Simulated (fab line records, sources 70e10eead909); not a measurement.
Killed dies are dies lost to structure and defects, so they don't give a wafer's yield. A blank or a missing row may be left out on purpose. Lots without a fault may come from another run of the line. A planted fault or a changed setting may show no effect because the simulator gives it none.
fab line records | flow nand_harc
record lots=12 wafers=36 last_day=24
route steps=1159 shown P_BONDPAD@374 END@1159
lots that met no fault: from a run of the same line without faults
start_h: hours from the record's first day to the start of the lot's first wafer shown | wait_h: hours since the lot's step before | " the same as in the row above | L1.1+2: a row that stands for several wafers | - no value, or no start given | * or withheld: withheld | < > ~ a bound
route shown NAME@n: a module of which the file shows steps, and the number in the route of the first | usual: mean/standard deviation of fault-free wafers | same: alike in all rows | chamber/n: place in a boat | sites: the reading at each site | _std_site: their standard deviation | _edge_site: outer sites' mean less inner sites' | radius_mm: how far each site lies from the wafer's centre | mask NAME#n: copy n | behind: the tool/chamber that last shaped the wafer | hold: why the lot was held/for how many hours/how that ended | device: the transistor (n, p or np) that didn't switch | end of line: the same wafers' tests at the end of the route | a step without rows: its recipe alone | killed: dies lost to structure and defects at the first sort, not the wafer's yield | map: a wafer's dies, x killed, . not, _ none there
set.NAME: the setting as run; set.NAME@STEP: as run at that earlier step | model.NAME: the simulator's own value behind a step, which no gauge read
steps of the route over a sample of lots; a table a step, a row a wafer
services: from which hour (start_h, from the record's first day; less than 0 if before it) a tool's chamber was out of use, for how many hours, and why
## steps
# step NHARC_P_BONDPAD_DEGAS_25
# recipe temp_c=300 time_s=60
# usual heater_power_w=457/48
# columns lot.wafer tool chamber start_h wait_h heater_power_w
L941.4 pvd_sputter-02 - 135.37 - 545
L941.2 " - " " 527
L941.1 " - " " 485
L943.1 pvd_sputter-03 - 148.62 - 401
L943.5 " - " " 511
L943.6 " - " " 400
L942.2 pvd_sputter-03 - 149.37 - 513
L942.4 " - " " 396
L942.6 " - " " 397
L945.2 pvd_sputter-03 - 159.18 - 447
L945.1 " - " " 387
L945.3 " - " " 409
L946.2 pvd_sputter-02 - 178.63 - 493
L946.5 " - " " 496
L946.6 " - " " 501
L948.1 pvd_sputter-01 - 179.63 - 400
L948.3 " - " " 439
L948.6 " - " " 417
L947.1 pvd_sputter-03 - 180.12 - 416
L947.5 " - " " 451
L947.6 " - " " 507
L951.4 pvd_sputter-03 - 205.19 - 399
L951.2 " - " " 417
L951.6 " - " " 406
L952.2 pvd_sputter-02 - 206.13 - 506
L952.5 " - " " 506
L952.6 " - " " 556
L958.1 pvd_sputter-03 - 249.94 - 408
L958.6 " - " " 395
L958.5 " - " " 414
L960.3 pvd_sputter-01 - 253.06 - 422
L960.2 " - " " 453
L960.6 " - " " 476
L963.3 pvd_sputter-01 - 260.45 - 443
L963.6 " - " " 465
L963.5 " - " " 398
# step NHARC_P_BONDPAD_ANNEAL_28
# recipe temp_c=225 time_s=90
# usual anneal_temp_c_max=226.3/0.41 wafer_temp_C_max=226.6/0.39
# columns lot.wafer tool chamber start_h wait_h anneal_temp_c_max wafer_temp_C_max
L941.1 rtp_anneal-02 0 136.11 - 226.4 227.0
L941.2 " 0 " " 226.8 226.3
L941.4 " 0 " " 226.7 226.4
L943.1 rtp_anneal-01 0 149.39 - 226.0 226.2
L943.5 " 0 " " 225.7 225.9
L943.6 " 0 " " 225.7 226.4
L942.2 rtp_anneal-01 0 150.24 - 225.9 226.0
L942.4 " 0 " " 226.4 226.2
L942.6 " 0 " " 226.2 225.9
L945.1 rtp_anneal-02 0 159.93 - 226.4 227.2
L945.2 " 0 " " 226.7 226.6
L945.3 " 0 " " 226.7 227.3
L946.2 rtp_anneal-02 0 179.44 - 226.9 226.9
L946.5 " 0 " " 226.7 227.0
L946.6 " 0 " " 226.5 226.7
L948.1 rtp_anneal-01 0 180.38 - 225.9 226.7
L948.3 " 0 " " 225.9 226.2
L948.6 " 0 " " 225.9 226.8
L947.1 rtp_anneal-01 0 180.85 0.3 226.0 226.5
L947.5 " 0 " " 226.1 227.2
L947.6 " 0 " " 225.9 226.5
L951.2 rtp_anneal-02 0 206.00 - 226.9 226.6
L951.4 " 0 " " 227.0 226.9
L951.6 " 0 " " 226.5 226.5
L952.2 rtp_anneal-01 0 206.92 - 225.9 226.5
L952.5 " 0 " " 226.0 226.4
L952.6 " 0 " " 226.3 227.0
L958.1 rtp_anneal-01 0 250.93 0.3 226.1 226.4
L958.5 " 0 " " 225.8 225.9
L958.6 " 0 " " 226.2 226.8
L960.2 rtp_anneal-02 0 253.86 0.4 226.1 227.6
L960.3 " 0 " " 226.5 226.9
L960.6 " 0 " " 227.1 227.2
L963.3 rtp_anneal-01 0 261.35 0.3 225.9 226.1
L963.5 " 0 " " 226.2 226.4
L963.6 " 0 " " 226.4 226.4
# step NHARC_P_BONDPAD_CMP_19
# recipe t_overpolish_s=30 cu_recess_touch_s=16 target_thk_nm=160.81
# usual motor_current_A=11.9/1.2 overpolish_run_s=30.000/0.0096
# same cu_recess_touch_s=16
# columns lot.wafer tool chamber start_h wait_h motor_current_A overpolish_run_s
L941.4 cmp-04 2 136.45 - 10.8 30.014
L941.2 " 3 " " 11.5 30.001
L941.1 " 0 " " 10.1 30.000
L943.1 cmp-03 3 149.79 - 12.1 30.006
L943.6 " 1 " " 12.0 30.004
L943.5 " 2 " " 12.7 29.985
L942.2 cmp-03 2 150.56 - 12.5 30.001
L942.4 " 0 " " 14.2 30.007
L942.6 " 1 " " 12.2 30.001
L945.1 cmp-03 2 160.30 - 12.9 29.991
L945.3 " 3 " " 12.3 30.010
L945.2 " 0 " " 14.0 30.003
L946.2 cmp-03 3 179.76 - 11.9 30.002
L946.5 " 2 " " 13.2 29.996
L946.6 " 3 " " 12.6 30.008
L948.1 cmp-03 2 180.78 - 13.0 30.008
L948.3 " 3 " " 12.6 30.019
L948.6 " 1 " " 13.4 29.998
L947.1 cmp-03 0 181.23 - 13.9 29.996
L947.6 " 3 " " 12.6 29.998
L947.5 " 0 " " 14.9 30.000
L951.2 cmp-03 3 206.36 - 12.6 29.986
L951.4 " 0 " " 13.5 29.996
L951.6 " 2 " " 12.7 29.990
L952.2 cmp-04 1 207.30 - 10.6 30.022
L952.5 " 2 " " 11.2 29.990
L952.6 " 3 " " 11.3 30.011
L958.1 cmp-04 0 251.36 - 10.1 29.998
L958.6 " 1 " " 10.9 30.009
L958.5 " 2 " " 11.0 30.000
L960.2 cmp-02 2 254.18 - 12.5 30.015
L960.3 " 3 " " 10.2 30.013
L960.6 " 2 " " 12.5 30.015
L963.3 cmp-03 1 261.65 - 12.6 29.993
L963.5 " 3 " " 12.5 29.999
L963.6 " 0 " " 13.7 29.994
# step NHARC_P_BONDPAD_THK_MEAS_20
# recipe thk_meas_gauge=xrf
# usual thk_nm=160.4/1.2
# columns lot.wafer tool chamber start_h wait_h thk_nm
L941.1 film_metro-01 - 136.78 - 158.6
L941.2 " - " " 160.6
L941.4 " - " " 162.0
L943.1 film_metro-01 - 150.05 - 162.9
L943.5 " - " " 161.3
L943.6 " - " " 161.9
L942.2 film_metro-01 - 150.85 - 161.1
L942.4 " - " " 161.8
L942.6 " - " " 161.3
L945.1 film_metro-02 - 160.59 - 159.0
L945.2 " - " " 158.8
L945.3 " - " " 158.0
L946.2 film_metro-02 - 180.06 - 160.2
L946.5 " - " " 161.2
L946.6 " - " " 160.7
L948.1 film_metro-02 - 181.05 - 161.0
L948.3 " - " " 158.1
L948.6 " - " " 157.6
L947.1 film_metro-02 - 181.52 - 160.7
L947.5 " - " " 159.5
L947.6 " - " " 159.4
L951.2 film_metro-02 - 206.62 - 162.4
L951.4 " - " " 158.1
L951.6 " - " " 159.3
L952.2 film_metro-02 - 207.54 - 160.7
L952.5 " - " " 160.8
L952.6 " - " " 160.7
L958.1 film_metro-01 - 251.59 - 159.5
L958.5 " - " " 159.8
L958.6 " - " " 160.9
L960.2 film_metro-02 - 254.48 - 160.7
L960.3 " - " " 159.5
L960.6 " - " " 160.0
L963.3 film_metro-02 - 261.92 - 159.3
L963.5 " - " " 161.1
L963.6 " - " " 160.3
# step NHARC_P_BONDPAD_INSPECT_23
# usual raw_defect_count=342/110
# columns lot.wafer tool chamber start_h wait_h hold raw_defect_count
L941.1 defect_inspect-01 - 137.01 0.0 - 268
L941.2 " - " " - 348
L941.4 " - " " - 243
L943.1 defect_inspect-02 - 150.28 0.0 - 366
L943.5 " - " " - 558
L943.6 " - " " - 417
L942.2 defect_inspect-02 - 151.08 0.0 - 570
L942.4 " - " " - 322
L942.6 " - " " - 299
L945.1 defect_inspect-02 - 160.81 0.0 - 570
L945.2 " - " " - 536
L945.3 " - " " - 260
L946.2 defect_inspect-01 - 180.26 0.0 - 211
L946.5 " - " " - 304
L946.6 " - " " - 270
L948.1 defect_inspect-01 - 181.28 0.0 - 364
L948.3 " - " " - 416
L948.6 " - " " - 315
L947.1 defect_inspect-01 - 181.72 0.0 await_dispo/0.2h/release 680
L947.5 " - " " await_dispo/0.2h/release 874
L947.6 " - " " await_dispo/0.2h/release 618
L947.1 defect_inspect-01 - 181.89 0.2 - 674
L947.5 " - " " - 900
L947.6 " - " " - 630
L951.2 defect_inspect-01 - 206.83 0.0 await_dispo/0.2h/release 766
L951.4 " - " " await_dispo/0.2h/release 962
L951.6 " - " " await_dispo/0.2h/release 1044
L951.2 defect_inspect-01 - 207.00 0.2 - 784
L951.4 " - " " - 975
L951.6 " - " " - 1061
L952.2 defect_inspect-01 - 207.75 0.0 - 171
L952.5 " - " " - 168
L952.6 " - " " - 249
L958.1 defect_inspect-01 - 251.82 0.0 - 333
L958.5 " - " " - 221
L958.6 " - " " - 429
L960.2 defect_inspect-02 - 254.70 0.0 - 216
L960.3 " - " " - 279
L960.6 " - " " - 314
L963.3 defect_inspect-01 - 262.15 0.0 - 383
L963.5 " - " " - 349
L963.6 " - " " - 596
# step NHARC_END_SORT_01
# recipe temp_c=25
# usual defect_limited_yield=94.9/1.7 killed_at_array=31/12 killed_at_other=0.6/0.85 killed_at_periphery=3.0/2.3 killed_dies=35/12 killed_open=3.2/1.9 killed_short=1.8/1.4 sort_bin_2_pct=1.6/0.7 sort_bin_3_pct=0.28/0.22 sort_bin_4_pct=3.3/1.2 sort_n_pass=642/12 sort_rim_yield_pct=97.7/1.5 sort_yield_pct=94.9/1.7
# same gross_dies=677 sort_bin_5_pct[%]=0 sort_bin_6_pct[%]=0 sort_bin_7_pct[%]=0 sort_bin_8_pct[%]=0 sort_rim_n_gross=106.00
# columns lot.wafer tool chamber start_h wait_h defect_limited_yield[%] killed_at_array killed_at_other killed_at_periphery killed_dies killed_open killed_short sort_bin_2_pct[%] sort_bin_3_pct[%] sort_bin_4_pct[%] sort_n_pass sort_rim_yield_pct[%] sort_yield_pct[%]
L945.1 prober-01 0 445.59 2.5 97.6 11 0 5 16 3 2 0.4 0.30 1.6 661 97.2 97.6
L945.2 prober-01 0 446.39 2.8 97.3 16 0 2 18 3 2 1.0 0.15 1.5 659 98.1 97.3
L945.3 prober-01 0 447.19 3.1 98.5 7 0 3 10 1 4 0.3 0 1.2 667 99.1 98.5
L943.1 prober-02 0 445.60 2.5 97.8 15 0 0 15 3 2 0.7 0 1.5 662 98.1 97.8
L943.5 prober-02 0 448.78 3.7 98.1 12 0 1 13 1 2 0.6 0.15 1.2 664 98.1 98.1
L943.6 prober-02 0 449.58 4.0 97.6 14 0 2 16 2 3 0.6 0 1.8 661 99.1 97.6
L942.2 prober-01 0 462.04 2.8 94.5 35 0 2 37 2 0 1.9 0.59 3.0 640 99.1 94.5
L942.4 prober-01 0 463.61 3.4 95.3 29 0 3 32 4 2 1.3 0.15 3.2 645 95.3 95.3
L942.6 prober-01 0 465.19 3.9 92.8 48 0 1 49 3 2 2.2 0.30 4.7 628 99.1 92.8
L947.1 prober-01 0 505.68 4.3 49.0 27 0 318 345 0 0 19.2 3.69 28.1 332 47.2 49.0
L947.5 prober-01 0 508.89 5.5 49.0 26 0 319 345 3 2 18.5 3.99 28.5 332 50.9 49.0
L947.6 prober-01 0 509.69 5.8 50.4 29 0 307 336 1 2 16.2 2.95 30.4 341 51.9 50.4
L951.2 prober-02 0 517.72 2.8 47.4 40 0 316 356 3 1 17.1 4.28 31.2 321 50.9 47.4
L951.4 prober-02 0 519.32 3.4 50.5 36 0 299 335 3 0 16.4 3.84 29.2 342 52.8 50.5
L951.6 prober-02 0 520.93 4.0 49.9 34 0 305 339 2 3 17.3 3.10 29.7 338 60.4 49.9
L960.2 prober-01 0 552.35 2.8 92.8 42 0 7 49 6 3 3.2 0.30 3.7 628 96.2 92.8
L960.3 prober-01 0 553.15 3.1 94.2 36 0 3 39 4 0 1.2 0.30 4.3 638 96.2 94.2
L960.6 prober-01 0 555.54 4.0 95.4 26 1 4 31 6 1 0.6 0 4.0 646 96.2 95.4
# killed by level:class
L945.1 A_CHANNEL_HOLE_D1:chamber_film_flake=3 P_ZERO_WELL:chamber_film_flake=2 A_SLIT:chamber_film_flake=2 A_CONTACT:chamber_film_flake=2 P_CONTACT:geometric_particle:open=1 P_M2:geometric_particle:open=1 A_SOURCE_PLATE:geometric_particle:open=1 A_CHANNEL_FILL_D1:geometric_particle:short=1
L943.1 A_STAIRCASE:chamber_film_flake=3 A_WL_FILL:chamber_film_flake=3 A_CHANNEL_HOLE_D1:chamber_film_flake=2 A_CONTACT:chamber_film_flake=2 A_CHANNEL_FILL_D1:geometric_particle:open=1 A_SGD_CUT:geometric_particle:short=1 A_WL_FILL:geometric_particle:short=1 A_CONTACT:geometric_particle:open=1
L945.2 A_CONTACT:chamber_film_flake=5 A_STAIRCASE:chamber_film_flake=3 A_CHANNEL_HOLE_D1:chamber_film_flake=2 P_ZERO_WELL:geometric_particle:open=1 A_CHANNEL_FILL_D1:geometric_particle:short=1 A_SGD_CUT:geometric_particle:short=1 A_WL_FILL:geometric_particle:open=1 A_M1:geometric_particle:open=1
L945.3 P_M0:geometric_particle:short=2 A_CONTACT:chamber_film_flake=2 P_CONTACT:geometric_particle:open=1 A_SOURCE_PLATE:geometric_particle:short=1 A_SGD_CUT:geometric_particle:short=1 A_ZERO_WELL:chamber_film_flake=1 A_CHANNEL_HOLE_D1:chamber_film_flake=1 A_CHANNEL_FILL_D1:chamber_film_flake=1
L943.5 A_CHANNEL_HOLE_D1:chamber_film_flake=5 A_CONTACT:chamber_film_flake=2 A_SGD_CUT:geometric_particle:short=1 A_WL_FILL:geometric_particle:short=1 A_M0:geometric_particle:open=1 P_GATE:chamber_film_flake=1 A_STAIRCASE:chamber_film_flake=1 A_SLIT:chamber_film_flake=1
L943.6 A_CONTACT:chamber_film_flake=3 A_BLC:chamber_film_flake=3 A_CHANNEL_FILL_D1:geometric_particle:short=2 A_CONTACT:geometric_particle:open=2 P_GATE:chamber_film_flake=2 A_CHANNEL_HOLE_D1:geometric_particle:short=1 A_CHANNEL_HOLE_D1:chamber_film_flake=1 A_STAIRCASE:chamber_film_flake=1
L942.2 A_CHANNEL_HOLE_D1:chamber_film_flake=18 A_SLIT:chamber_film_flake=9 A_STAIRCASE:chamber_film_flake=5 P_M0:geometric_particle:open=1 A_CHANNEL_FILL_D1:geometric_particle:open=1 P_ZERO_WELL:chamber_film_flake=1 A_CONTACT:chamber_film_flake=1 A_BLC:chamber_film_flake=1
L942.4 A_CHANNEL_HOLE_D1:chamber_film_flake=12 A_SLIT:chamber_film_flake=10 A_STAIRCASE:chamber_film_flake=3 P_GATE:geometric_particle:open=1 P_CONTACT:geometric_particle:open=1 A_ONON_D1:geometric_particle:open=1 A_SGD_CUT:geometric_particle:short=1 A_CONTACT:geometric_particle:short=1
L942.6 A_SLIT:chamber_film_flake=19 A_CHANNEL_HOLE_D1:chamber_film_flake=10 A_STAIRCASE:chamber_film_flake=8 A_CONTACT:chamber_film_flake=4 P_M2:geometric_particle:short=1 A_CHANNEL_FILL_D1:geometric_particle:short=1 A_CHANNEL_FILL_D1:geometric_particle:open=1 A_CONTACT:geometric_particle:open=1
L947.1 P_BONDPAD:unspecified=318 A_SLIT:chamber_film_flake=10 A_STAIRCASE:chamber_film_flake=10 A_CONTACT:chamber_film_flake=4 A_CHANNEL_HOLE_D1:chamber_film_flake=2 A_WL_FILL:chamber_film_flake=1
L947.5 P_BONDPAD:unspecified=316 A_STAIRCASE:chamber_film_flake=11 A_SLIT:chamber_film_flake=4 A_CONTACT:chamber_film_flake=3 A_CHANNEL_HOLE_D1:chamber_film_flake=3 A_M0:geometric_particle:open=2 P_CONTACT:geometric_particle:open=1 A_SGD_CUT:geometric_particle:short=1
L947.6 P_BONDPAD:unspecified=306 A_STAIRCASE:chamber_film_flake=12 A_CONTACT:chamber_film_flake=5 A_SLIT:chamber_film_flake=5 A_CHANNEL_HOLE_D1:chamber_film_flake=3 A_ONON_D1:geometric_particle:short=2 A_ONON_D1:geometric_particle:open=1 P_STI:chamber_film_flake=1
L951.2 P_BONDPAD:unspecified=314 A_CHANNEL_HOLE_D1:chamber_film_flake=16 A_SLIT:chamber_film_flake=10 A_STAIRCASE:chamber_film_flake=5 A_SGD_CUT:chamber_film_flake=4 A_CONTACT:geometric_particle:open=2 A_CONTACT:chamber_film_flake=2 P_CONTACT:geometric_particle:open=1
L951.4 P_BONDPAD:unspecified=296 A_CHANNEL_HOLE_D1:chamber_film_flake=12 A_SLIT:chamber_film_flake=10 A_SGD_CUT:chamber_film_flake=7 A_ZERO_WELL:chamber_film_flake=2 A_CONTACT:chamber_film_flake=2 P_CONTACT:geometric_particle:open=1 A_ONON_D1:geometric_particle:open=1
L951.6 P_BONDPAD:unspecified=302 A_SLIT:chamber_film_flake=12 A_CHANNEL_HOLE_D1:chamber_film_flake=11 A_SGD_CUT:chamber_film_flake=3 A_WL_FILL:geometric_particle:short=2 P_GATE:chamber_film_flake=2 A_CHANNEL_FILL_D1:geometric_particle:short=1 A_WL_FILL:geometric_particle:open=1
L960.2 A_CHANNEL_HOLE_D1:chamber_film_flake=16 A_SLIT:chamber_film_flake=16 A_CONTACT:chamber_film_flake=4 P_M0:chamber_film_flake=3 A_ONON_D1:geometric_particle:open=2 A_M0:geometric_particle:open=2 P_GATE:geometric_particle:open=1 P_M0:geometric_particle:short=1
L960.3 A_SLIT:chamber_film_flake=18 A_CHANNEL_HOLE_D1:chamber_film_flake=7 A_CONTACT:chamber_film_flake=6 P_CONTACT:geometric_particle:open=2 A_STAIRCASE:chamber_film_flake=2 A_ONON_D1:geometric_particle:open=1 A_CONTACT:geometric_particle:open=1 P_STI:chamber_film_flake=1
L960.6 A_SLIT:chamber_film_flake=11 A_CHANNEL_HOLE_D1:chamber_film_flake=7 A_CONTACT:geometric_particle:open=3 P_M0:chamber_film_flake=3 P_CONTACT:geometric_particle:open=1 A_WL_FILL:geometric_particle:open=1 A_M0:geometric_particle:open=1 STARTING-WAFER:geometric_particle:short=1
## services
# columns tool chamber start_h hours kind
cmp-02 - 128.50 4.0 pm
cmp-04 - 128.89 0.8 repair
cmp-02 - 132.50 - consumable_replace:conditioner
cmp-02 - 132.50 - consumable_replace:pad
cmp-02 - 149.03 1.2 repair
cmp-03 - 156.07 4.0 pm
pvd_sputter-01 - 158.00 10.0 pm
cmp-03 - 160.07 - consumable_replace:conditioner
cmp-03 - 160.07 - consumable_replace:pad
cmp-04 - 183.22 1.6 repair
cmp-04 - 203.13 4.0 pm
cmp-04 - 207.13 - consumable_replace:conditioner
cmp-04 - 207.13 - consumable_replace:pad
cmp-02 - 209.57 1.7 repair
pvd_sputter-02 - 214.00 10.0 pm
cmp-02 - 226.50 4.0 pm
cmp-02 - 230.50 - consumable_replace:conditioner
cmp-02 - 230.50 - consumable_replace:pad
cmp-03 - 240.38 0.5 repair
pvd_sputter-03 - 245.39 2.3 repair
pvd_sputter-02 - 251.28 8.1 repair
cmp-03 - 254.10 4.0 pm
cmp-03 - 258.10 - consumable_replace:conditioner
cmp-03 - 258.10 - consumable_replace:pad
## key
first_sign step=NHARC_P_BONDPAD_INSPECT_23 reading=visit direction=added
effect step=NHARC_P_BONDPAD_INSPECT_23 reading=raw_defect_count direction=up sigmas=4.2 usual=342 struck=824
effect step=NHARC_END_SORT_01 reading=killed_at_periphery direction=up sigmas=99+ usual=3.0 struck=310.7
more_kills_born_at NHARC_P_BONDPAD_CMP_19@cmp-03=1852
met_at NHARC_P_BONDPAD_CMP_19
struck_lots L947,L951
not_acting_at NHARC_P_BONDPAD_DEGAS_25,NHARC_P_BONDPAD_ANNEAL_28,NHARC_P_BONDPAD_THK_MEAS_20
onset_between 180.78 181.23
fault kind=chamber_particle_source tool=cmp-03 chamber=- onset_h=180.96 steps=NHARC_P_BONDPAD_CMP_19 rate_per_visit_cm2=0.70171 end_h=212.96
